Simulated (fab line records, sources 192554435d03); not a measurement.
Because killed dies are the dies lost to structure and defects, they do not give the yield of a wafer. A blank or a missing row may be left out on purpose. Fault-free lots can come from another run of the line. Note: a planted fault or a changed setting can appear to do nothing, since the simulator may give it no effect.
fab line records	flow n5_finfet
record lots=7	wafers=39
route steps=1938 shown FIN_SAQP@125 DUMMY_GATE@228 SD_EPI_P@321 SD_ACTIVATION@330 HKMG_FIN@403
start_h: start of the lot's first displayed wafer, in hours after the record's first day	wait_h: hours from the lot's prior step to this one	" identical to the entry in the row above	L1.1+2: a row that stands for several wafers	- no value, or no start given	* or withheld: withheld	< > ~ a bound
route shown NAME@n: a module of which the file shows steps, and the number in the route of the first	usual: average and standard deviation across the fault-free wafers	same: alike in all rows	chamber/n: place in a boat	sites: per-site readings	_std_site: the values' standard deviation	_edge_site: the outer-site mean with the inner-site mean subtracted	radius_mm: for every site, how far away it sits from the centre of the wafer	mask NAME#n: copy n	behind: tool/chamber where the wafer was last shaped	hold: why the lot went on hold/how many hours it stayed there/how the hold came to an end	device: which transistor (n, p or np) failed to switch	end of line: the same wafers' tests at the end of the route	a step with no rows: only its recipe	killed: dies lost to structure and defects at the first sort, not the wafer's yield	map: dies across one wafer; x = killed, . = not, _ = none there
set.NAME: the setting that was run; set.NAME@STEP: the one run at that earlier step	model.NAME: the simulator's own value behind a step, which no gauge read
lots with deliberately changed settings; one table per step, one row per wafer
## steps
# step N5_FIN_SAQP_SPACER1_ALD_24
# recipe material=SiO2	target_thk_a=203	temp_c=300	ald_precursor_family=BDEAS	ald_co_reactant=O2-plasma	pulse_time_s=1	purge_time_s=2	co_reactant_purge_time_s=2	ald_cycles=218	pressure_torr=2
lot.wafer	tool	chamber	start_h	wait_h	set.ald_cycles	model.SiO2_of_FIN_SAQP_SPACER1_ALD_24.thk_nm
L074.1+5	ald_sin-01	1,3	24.04	0.4	218	20.4
L074.2+3+4+6	"	0,3,2,0	"	"	218	20.2
L084.1	ald_sin-03	0	82.56	0.3	218	20.2
L084.5+6	"	1,2	"	"	218	20.4
L085.1+5	ald_sin-04	1,0	89.15	0.9	218	20.2
L085.2+3+4+6	"	0,3,2,3	"	"	218	20.4
L086.1+5	ald_sin-03	0,1	95.23	1.1	199	18.4
L086.2+3+6	"	1,2,2	"	"	218	20.4
L086.4	"	3	"	"	199	18.6
L087.1	ald_sin-04	3	100.88	0.7	218	20.6
L087.2+3	"	2,0	"	"	218	20.4
L087.4+6	"	1,3	"	"	231	21.6
L087.5	"	2	"	"	231	21.8
L089.1+2+6	ald_sin-04	1,0,1	113.17	0.3	218	20.2
L089.3+4+5	"	3,2,2	"	"	218	20.4
L095.1	ald_sin-04	0	148.92	0.3	189	17.6
L095.2+3	"	3,1	"	"	189	17.8
L095.4+5	"	2,1	"	"	218	20.4
L095.6	"	2	"	"	218	20.6
# step N5_FIN_SAQP_SPACER1_ETCHBACK_25
# recipe chemistry=CHF3/O2	mode=anisotropic_etchback	target=SiO2	target_depth_a=244	time_s=12.2	pressure_mtorr=30	source_w=650	bias_w=170	Ar_flow_sccm=200	CHF3_flow_sccm=50	O2_flow_sccm=5	ion_energy_ev=200
# step N5_FIN_SAQP_MANDREL1_REMOVE_56
# recipe chemistry=HBr/Cl2/O2	bt_time_s=10	target=a-Si	stop_on=SiNx	endpoint=OES-SiCl	over_etch_frac=1	icp_w=600	bias_w=22	HBr_flow_sccm=150	Cl2_flow_sccm=80	O2_flow_sccm=5	pressure_mtorr=10
lot.wafer	tool	chamber	start_h	wait_h	set.ald_cycles@FIN_SAQP_SPACER1_ALD_24	model.FIN_SAQP.cd_nm
L074.1+4+5+6	rie_si-05	2,0,2,1	24.84	0.1	218	20.4
L074.2+3	"	1,3	"	"	218	20.2
L084.1	rie_si-05	0	83.36	0.1	218	20.2
L084.5+6	"	3,0	"	"	218	20.4
L085.1	rie_si-04	0	89.95	0.1	218	20
L085.2+4+5	"	1,2,0	"	"	218	20.2
L085.3+6	"	3	"	"	218	20.4
L086.1+4	rie_si-05	1,0	96.03	0.1	199	18.6
L086.2+3	"	2,3	"	"	218	20.4
L086.5	"	2	"	"	199	18.4
L086.6	"	3	"	"	218	20.2
L087.1+3	rie_si-05	3,0	101.68	0.1	218	20.4
L087.2	"	1	"	"	218	20.6
L087.4+5+6	"	2,3,0	"	"	231	21.8
L089.1+2+3+4	rie_si-05	1,2,3,0	113.98	0.1	218	20.4
L089.5	"	0	"	"	218	20.6
L089.6	"	3	"	"	218	20.2
L095.1+2	rie_si-01	0,3	149.72	0.1	189	17.8
L095.3	"	1	"	"	189	17.6
L095.4	"	2	"	"	218	20.4
L095.5	"	1	"	"	218	20.2
L095.6	"	2	"	"	218	20.6
# step N5_FIN_SAQP_CD_MEAS_27
# recipe target_cd_nm=20	landing_energy_ev=1000	detector=se_inlens	polarity=line
# usual cd_nm=20.33/0.25
lot.wafer	tool	chamber	start_h	wait_h	set.ald_cycles@FIN_SAQP_SPACER1_ALD_24	cd_nm
L074.1	cd_sem-03	0	24.95	0.1	218	20.43
L074.2	"	0	"	"	218	19.82
L074.3	"	0	"	"	218	20.29
L074.4	"	0	"	"	218	20.28
L074.5	"	0	"	"	218	20.60
L074.6	"	0	"	"	218	20.26
L084.1	cd_sem-03	0	83.47	0.1	218	20.26
L084.5	"	0	"	"	218	20.12
L084.6	"	0	"	"	218	20.41
L085.1	cd_sem-01	0	90.06	0.1	218	20.32
L085.2	"	0	"	"	218	20.04
L085.3	"	0	"	"	218	20.20
L085.4	"	0	"	"	218	20.59
L085.5	"	0	"	"	218	20.48
L085.6	"	0	"	"	218	20.22
L086.1	cd_sem-02	0	96.14	0.1	199	18.85
L086.2	"	0	"	"	218	20.24
L086.3	"	0	"	"	218	20.47
L086.4	"	0	"	"	199	18.44
L086.5	"	0	"	"	199	18.35
L086.6	"	0	"	"	218	20.19
L087.1	cd_sem-03	0	101.79	0.1	218	20.50
L087.2	"	0	"	"	218	21.05
L087.3	"	0	"	"	218	20.67
L087.4	"	0	"	"	231	21.65
L087.5	"	0	"	"	231	21.95
L087.6	"	0	"	"	231	21.65
L089.1	cd_sem-03	0	114.09	0.1	218	20.34
L089.2	"	0	"	"	218	20.05
L089.3	"	0	"	"	218	20.45
L089.4	"	0	"	"	218	20.25
L089.5	"	0	"	"	218	20.74
L089.6	"	0	"	"	218	20.02
L095.1	cd_sem-01	0	149.83	0.1	189	17.81
L095.2	"	0	"	"	189	17.75
L095.3	"	0	"	"	189	17.56
L095.4	"	0	"	"	218	20.05
L095.5	"	0	"	"	218	20.27
L095.6	"	0	"	"	218	20.66
# step N5_DUMMY_GATE_EXPOSE_12
# recipe mask_id=GATE	na=0.33	source_shape=annular	sigma_inner=0.2	sigma_outer=0.6	polarization=unpolarized	target_cd_nm=25	dose_mj=34
lot.wafer	tool	chamber	start_h	wait_h	mask	set.dose_mj
L074.1+2+5	euv_scanner-01	0	46.43	-	GATE#0	36.08
L074.3+4+6	"	0	"	"	GATE#0	34
L084.1+5+6	euv_scanner-01	0	106.96	-	GATE#0	34
L085.1+2+3+4+5+6	euv_scanner-02	0	113.56	-	GATE#0	34
L086.1+2+3+4+5+6	euv_scanner-01	0	120.26	-	GATE#0	34
L087.1+2+5	euv_scanner-01	0	123.07	-	GATE#0	31.66
L087.3+4+6	"	0	"	"	GATE#0	34
L089.1+2+4	euv_scanner-01	0	135.15	-	GATE#0	34
L089.3+5+6	"	0	"	"	GATE#0	32.23
L095.1+3+6	euv_scanner-02	0	183.32	-	GATE#0	34
L095.2+4+5	"	0	"	"	GATE#0	36.55
# step N5_DUMMY_GATE_PEB_13
# recipe peb_temp_c=100	peb_time_s=60	resist=CAR-EUV
# step N5_DUMMY_GATE_DEVELOP_14
# recipe develop_time_s=30	developer=TMAH	resist=CAR-EUV	rinse_liquid=surfactant_rinse	dry=air_spin	dev_temp_c=23
# step N5_DUMMY_GATE_CD_MEAS_15
# recipe target_cd_nm=25.8	landing_energy_ev=500	detector=se_inlens
# usual cd_nm=25.00/0.25
lot.wafer	tool	chamber	start_h	wait_h	set.dose_mj@DUMMY_GATE_EXPOSE_12	cd_nm
L074.1	cd_sem-01	0	46.55	-	36.08	23.85
L074.2	"	0	"	"	36.08	23.49
L074.3	"	0	"	"	34	24.77
L074.4	"	0	"	"	34	24.90
L074.5	"	0	"	"	36.08	23.80
L074.6	"	0	"	"	34	24.93
L084.1	cd_sem-02	0	107.09	-	34	25.18
L084.5	"	0	"	"	34	25.25
L084.6	"	0	"	"	34	25.23
L085.1	cd_sem-02	0	113.69	-	34	25.18
L085.2	"	0	"	"	34	24.78
L085.3	"	0	"	"	34	25.03
L085.4	"	0	"	"	34	24.66
L085.5	"	0	"	"	34	24.86
L085.6	"	0	"	"	34	24.69
L086.1	cd_sem-01	0	120.38	-	34	24.92
L086.2	"	0	"	"	34	25.07
L086.3	"	0	"	"	34	24.56
L086.4	"	0	"	"	34	24.55
L086.5	"	0	"	"	34	24.92
L086.6	"	0	"	"	34	24.46
L087.1	cd_sem-03	0	123.20	-	31.66	26.06
L087.2	"	0	"	"	31.66	26.13
L087.3	"	0	"	"	34	24.74
L087.4	"	0	"	"	34	24.77
L087.5	"	0	"	"	31.66	26.06
L087.6	"	0	"	"	34	24.96
L089.1	cd_sem-03	0	135.28	-	34	25.04
L089.2	"	0	"	"	34	24.85
L089.3	"	0	"	"	32.23	26.19
L089.4	"	0	"	"	34	24.94
L089.5	"	0	"	"	32.23	25.94
L089.6	"	0	"	"	32.23	26.00
L095.1	cd_sem-02	0	183.45	-	34	25.07
L095.2	"	0	"	"	36.55	23.57
L095.3	"	0	"	"	34	24.52
L095.4	"	0	"	"	36.55	24.17
L095.5	"	0	"	"	36.55	23.73
L095.6	"	0	"	"	34	25.62
# step N5_DUMMY_GATE_ETCH_31
# recipe chemistry=C4F6/O2	target=SiO2	mask_material=SOC	target_depth_a=825	time_s=27.5	ion_energy_ev=250	pressure_mtorr=30	source_w=345	bias_w=185	Ar_flow_sccm=300	C4F6_flow_sccm=10	O2_flow_sccm=10
lot.wafer	tool	chamber	start_h	wait_h	set.target_depth_a	model.etch.depth_nm
L074.1	rie_diel-02	1	47.12	0.1	825	82.58
L074.2	"	0	"	"	825	81.78
L074.3	"	2	"	"	825	79.93
L074.4	"	3	"	"	886.5	87.48
L074.5	"	3	"	"	886.5	88.62
L074.6	"	2	"	"	886.5	85.37
L084.1	rie_diel-01	1	107.80	0.0	825	85.84
L084.5	"	3	"	"	825	84.03
L084.6	"	2	"	"	825	84.35
L085.1	rie_diel-01	3	114.49	0.0	825	81.97
L085.2	"	1	"	"	825	83.12
L085.3	"	2	"	"	825	81.08
L085.4	"	0	"	"	825	81.04
L085.5	"	1	"	"	825	83.38
L085.6	"	0	"	"	825	81.88
L086.1	rie_diel-01	0	121.08	0.1	881.8	87.9
L086.2	"	1	"	"	881.8	90.07
L086.3	"	2	"	"	825	83.5
L086.4	"	3	"	"	825	82.53
L086.5	"	0	"	"	881.8	87.44
L086.6	"	3	"	"	825	82.93
L087.1	rie_diel-03	1	123.84	0.1	825	81.52
L087.2	"	2	"	"	901.8	90.12
L087.3	"	0	"	"	901.8	90.47
L087.4	"	3	"	"	825	85.67
L087.5	"	0	"	"	901.8	89.32
L087.6	"	3	"	"	825	85.54
L089.1	rie_diel-03	2	136.11	0.1	825	82.85
L089.2	"	1	"	"	890	87.09
L089.3	"	3	"	"	825	84.83
L089.4	"	0	"	"	890	88.04
L089.5	"	1	"	"	825	80.66
L089.6	"	2	"	"	890	89.27
L095.1	rie_diel-03	2	184.27	0.3	921.2	91.63
L095.2	"	3	"	"	825	85.29
L095.3	"	0	"	"	825	81.98
L095.4	"	1	"	"	921.2	90.78
L095.5	"	2	"	"	825	82.45
L095.6	"	1	"	"	921.2	91.27
# step N5_DUMMY_GATE_ETCH_42
# recipe chemistry=CHF3/O2	target=SiO2	target_depth_a=35	time_s=31	ion_energy_ev=30	bias_w=12	pressure_mtorr=30	source_w=600	Ar_flow_sccm=200	CHF3_flow_sccm=50	O2_flow_sccm=5
# usual rf_vpp_V=42.3/0.98
lot.wafer	tool	chamber	start_h	wait_h	set.bias_w	rf_vpp_V
L074.1	rie_diel-03	0	47.62	0.1	10.33	37.6
L074.2	"	1	"	"	12	43.0
L074.3	"	3	"	"	12	41.6
L074.4	"	2	"	"	10.33	38.0
L074.5	"	3	"	"	12	42.6
L074.6	"	0	"	"	10.33	38.3
L084.1	rie_diel-01	0	108.57	0.3	12	41.4
L084.5	"	1	"	"	12	42.2
L084.6	"	0	"	"	12	42.2
L085.1	rie_diel-03	1	114.99	0.0	13.55	46.1
L085.2	"	0	"	"	13.55	46.6
L085.3	"	2	"	"	12	41.8
L085.4	"	2	"	"	12	42.8
L085.5	"	1	"	"	13.55	45.2
L085.6	"	0	"	"	12	42.4
L086.1	rie_diel-01	1	121.70	0.2	12	41.6
L086.2	"	0	"	"	13.39	46.6
L086.3	"	3	"	"	12	43.4
L086.4	"	2	"	"	12	41.8
L086.5	"	3	"	"	13.39	47.5
L086.6	"	2	"	"	13.39	45.2
L087.1	rie_diel-02	3	124.33	0.0	12	42.9
L087.2	"	1	"	"	12	42.2
L087.3	"	2	"	"	12	43.1
L087.4	"	1	"	"	12	40.6
L087.5	"	2	"	"	12	41.2
L087.6	"	3	"	"	12	43.6
L089.1	rie_diel-02	3	136.64	0.1	12	42.9
L089.2	"	2	"	"	12.93	44.5
L089.3	"	0	"	"	12.93	43.7
L089.4	"	1	"	"	12	40.9
L089.5	"	3	"	"	12.93	43.0
L089.6	"	2	"	"	12	43.1
L095.1	rie_diel-02	0	184.81	0.1	12	41.5
L095.2	"	2	"	"	10.91	39.4
L095.3	"	1	"	"	12	43.3
L095.4	"	3	"	"	10.91	40.5
L095.5	"	3	"	"	12	43.9
L095.6	"	0	"	"	10.91	39.7
# step N5_SD_EPI_P_EPI_21
# recipe material=SiGe:B	dopant=B	temp_c=550	pressure_torr=20	ambient=H2	time_s=355
lot.wafer	tool	chamber	start_h	wait_h	set.dopant_conc_cm3
L074.1+3+5	epi_rpcvd-04	0	55.00	0.1	2.753e+20
L074.2+4+6	"	0	"	"	3e+20
L084.1+5+6	epi_rpcvd-04	0	117.45	0.3	3e+20
L085.1+5+6	epi_rpcvd-01	0	122.09	0.1	2.775e+20
L085.2+3+4	"	0	"	"	3e+20
L086.1+2+4	epi_rpcvd-03	0	130.40	0.1	3e+20
L086.3+5+6	"	0	"	"	2.668e+20
L087.1+2+6	epi_rpcvd-01	0	131.34	0.1	3e+20
L087.3+4+5	"	0	"	"	3.225e+20
L089.1+2+5	epi_rpcvd-03	0	143.84	0.1	3e+20
L089.3+4+6	"	0	"	"	2.522e+20
L095.1+2+4	epi_rpcvd-04	0	194.15	0.2	3e+20
L095.3+5+6	"	0	"	"	3.14e+20
# step N5_SD_EPI_P_HM_STRIP_48
# recipe chemistry=H3PO4	temp_c=160	material=SiNx	target=SiNx	target_depth_a=30	overetch_fraction=0.3
# step N5_SD_ACTIVATION_RTA_00
# recipe temp_c=975	time_s=0	ambient=N2	idle_temp_c=600	ramp_up_c_per_s=150	ramp_down_c_per_s=60	cool_to_c=600
# step N5_SD_ACTIVATION_LSA_01
# recipe temp_c=1080	time_s=0.0008	ambient=N2
# step N5_SD_ACTIVATION_RS_MEAS_03
# recipe thk_meas_gauge=four-point-probe
# usual RS_SD_N=21.8/0.31	RS_SD_P=55.9/0.76
lot.wafer	tool	chamber	start_h	wait_h	set.dopant_conc_cm3@SD_EPI_P_EPI_21	RS_SD_N[ohm/sq]	RS_SD_P[ohm/sq]
L074.1	film_metro-01	-	57.95	0.2	2.753e+20	21.9	60.8
L074.2	"	-	"	"	3e+20	21.5	56.4
L074.3	"	-	"	"	2.753e+20	21.6	60.9
L074.4	"	-	"	"	3e+20	21.8	56.6
L074.5	"	-	"	"	2.753e+20	21.9	61.5
L074.6	"	-	"	"	3e+20	21.8	56.9
L084.1	film_metro-02	-	121.96	0.2	3e+20	21.6	56.0
L084.5	"	-	"	"	3e+20	21.7	56.4
L084.6	"	-	"	"	3e+20	21.8	56.1
L085.1	film_metro-01	-	124.89	0.2	2.775e+20	21.5	60.0
L085.2	"	-	"	"	3e+20	21.8	55.8
L085.3	"	-	"	"	3e+20	21.8	55.5
L085.4	"	-	"	"	3e+20	22.1	55.4
L085.5	"	-	"	"	2.775e+20	21.9	59.9
L085.6	"	-	"	"	2.775e+20	21.6	61.3
L086.1	film_metro-01	-	133.28	0.2	3e+20	21.9	56.2
L086.2	"	-	"	"	3e+20	21.9	55.6
L086.3	"	-	"	"	2.668e+20	21.7	62.8
L086.4	"	-	"	"	3e+20	21.7	55.2
L086.5	"	-	"	"	2.668e+20	21.3	62.1
L086.6	"	-	"	"	2.668e+20	21.7	62.3
L087.1	film_metro-02	-	134.14	0.2	3e+20	22.2	55.6
L087.2	"	-	"	"	3e+20	22.3	55.8
L087.3	"	-	"	"	3.225e+20	22.1	52.8
L087.4	"	-	"	"	3.225e+20	22.3	53.2
L087.5	"	-	"	"	3.225e+20	22.5	52.6
L087.6	"	-	"	"	3e+20	22.1	56.6
L089.1	film_metro-02	-	146.66	0.2	3e+20	21.6	55.6
L089.2	"	-	"	"	3e+20	21.8	55.6
L089.3	"	-	"	"	2.522e+20	21.5	65.7
L089.4	"	-	"	"	2.522e+20	22.1	65.7
L089.5	"	-	"	"	3e+20	21.6	55.0
L089.6	"	-	"	"	2.522e+20	22.0	66.0
L095.1	film_metro-01	-	197.81	0.2	3e+20	22.2	56.6
L095.2	"	-	"	"	3e+20	22.2	56.7
L095.3	"	-	"	"	3.14e+20	22.6	54.5
L095.4	"	-	"	"	3e+20	22.3	56.5
L095.5	"	-	"	"	3.14e+20	21.8	54.1
L095.6	"	-	"	"	3.14e+20	22.1	54.0
# step N5_HKMG_FIN_ETCH_55
# recipe chemistry=N2/H2	target=SOC	target_depth_a=2400	temp_c=40	time_s=300	ion_energy_ev=200	mask_material=SiARC	pressure_mtorr=30	source_w=840	bias_w=150	n2_flow_sccm=200	h2_flow_sccm=200
# usual rf_vpp_V=524.6/2.6
lot.wafer	tool	chamber	start_h	wait_h	set.bias_w	rf_vpp_V	model.etch.depth_nm	model.HKMG_FIN.feature_depth_nm	model.SiARC_of_HKMG_FIN_COAT_42.thk_nm
L074.1	rie_diel-04	0	71.37	0.0	150	525.7	240	240	20.8
L074.2	"	2	"	"	160	547.2	256.8	256.8	19.2
L074.3	"	1	"	"	150	527.7	245.8	245.8	20.4
L074.4	"	3	"	"	160	545.1	257.6	257.6	19.2
L074.5	"	0	"	"	160	547.8	246.6	246.6	19.6
L074.6	"	3	"	"	150	522.9	248.3	248.2	20.6
L084.1	rie_diel-06	3	135.35	0.0	150	526.8	238.9	239	21.4
L084.5	"	0	"	"	150	529.1	241	241	21.6
L084.6	"	1	"	"	150	521.4	233.9	233.8	21.2
L085.1	rie_diel-04	2	138.89	0.0	136.1	492.7	236.6	236.6	22
L085.2	"	3	"	"	150	521.1	248.5	248.4	20.6
L085.3	"	0	"	"	150	524.2	243.3	243.2	20.6
L085.4	"	1	"	"	136.1	496.0	232.4	232.4	22.2
L085.5	"	3	"	"	136.1	491.6	237.9	238	22.2
L085.6	"	0	"	"	150	525.0	241.3	241.2	20.8
L087.1	rie_diel-04	3	172.26	0.0	167.9	560.4	261.5	261.4	18.6
L087.2	"	1	"	"	150	527.1	241.2	241.2	20.8
L087.3	"	2	"	"	167.9	563.8	259.5	259.4	18.6
L087.4	"	0	"	"	150	525.2	237	237	21
L087.5	"	1	"	"	150	525.8	241.7	241.6	20.8
L087.6	"	2	"	"	167.9	563.0	261.3	261.2	18.4
L086.1	rie_diel-06	3	174.98	0.0	173.4	579.5	257.6	257.6	18.6
L086.2	"	0	"	"	150	528.4	249.6	249.6	21
L086.3	"	1	"	"	173.4	570.8	255.6	255.6	18.2
L086.4	"	2	"	"	150	522.1	236.9	237	21
L086.5	"	1	"	"	173.4	571.5	254.3	254.4	18.2
L086.6	"	2	"	"	150	521.7	236.6	236.6	21
L089.1	rie_diel-05	2	177.88	0.0	150	528.3	245.3	245.2	21
L089.2	"	0	"	"	150	521.2	231.9	231.8	21.8
L089.3	"	1	"	"	150	525.1	239.2	239.2	20.6
L089.4	"	3	"	"	124.2	467.4	218.3	218.2	24.2
L089.5	"	2	"	"	124.2	468.6	223.8	223.8	24.2
L089.6	"	1	"	"	124.2	466.3	217.8	217.8	23.8
L095.1	rie_diel-05	2	213.13	0.0	150	527.1	246.4	246.4	21.2
L095.2	"	1	"	"	171.6	572.1	265.9	266	17.8
L095.3	"	3	"	"	150	526.6	238.7	238.8	21.4
L095.4	"	0	"	"	171.6	566.9	251.7	251.6	19.4
L095.5	"	2	"	"	171.6	574.9	264.7	264.8	18.6
L095.6	"	3	"	"	150	526.5	240.5	240.4	21.4
## key
split step=N5_FIN_SAQP_SPACER1_ALD_24	setting=ald_cycles	stated=218	by=wafer
response step=N5_FIN_SAQP_SPACER1_ALD_24	reading=model.SiO2_of_FIN_SAQP_SPACER1_ALD_24.thk_nm	change=+0.209	per=1%	r=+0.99
response step=N5_FIN_SAQP_MANDREL1_REMOVE_56	reading=model.FIN_SAQP.cd_nm	change=+0.205	per=1%	r=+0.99
response step=N5_FIN_SAQP_CD_MEAS_27	reading=cd_nm	change=+0.195	per=1%	r=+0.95
split step=N5_DUMMY_GATE_EXPOSE_12	setting=dose_mj	stated=34	by=wafer
response step=N5_DUMMY_GATE_CD_MEAS_15	reading=cd_nm	change=-0.183	per=1%	r=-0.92
split step=N5_DUMMY_GATE_ETCH_31	setting=target_depth_a	stated=825	by=wafer
response step=N5_DUMMY_GATE_ETCH_31	reading=model.etch.depth_nm	change=+0.694	per=1%	r=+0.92
split step=N5_DUMMY_GATE_ETCH_42	setting=bias_w	stated=12	by=wafer
response step=N5_DUMMY_GATE_ETCH_42	reading=rf_vpp_V	change=+0.307	per=1%	r=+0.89
split step=N5_SD_EPI_P_EPI_21	setting=dopant_conc_cm3	stated=3e+20	by=wafer
response step=N5_SD_ACTIVATION_RS_MEAS_03	reading=RS_SD_P	change=-0.602	per=1%	r=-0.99
split step=N5_HKMG_FIN_ETCH_55	setting=bias_w	stated=150	by=wafer
response step=N5_HKMG_FIN_ETCH_55	reading=rf_vpp_V	change=+3.2	per=1%	r=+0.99
response step=N5_HKMG_FIN_ETCH_55	reading=model.etch.depth_nm	change=+1.19	per=1%	r=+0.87
response step=N5_HKMG_FIN_ETCH_55	reading=model.HKMG_FIN.feature_depth_nm	change=+1.19	per=1%	r=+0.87
response step=N5_HKMG_FIN_ETCH_55	reading=model.SiARC_of_HKMG_FIN_COAT_42.thk_nm	change=-0.178	per=1%	r=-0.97
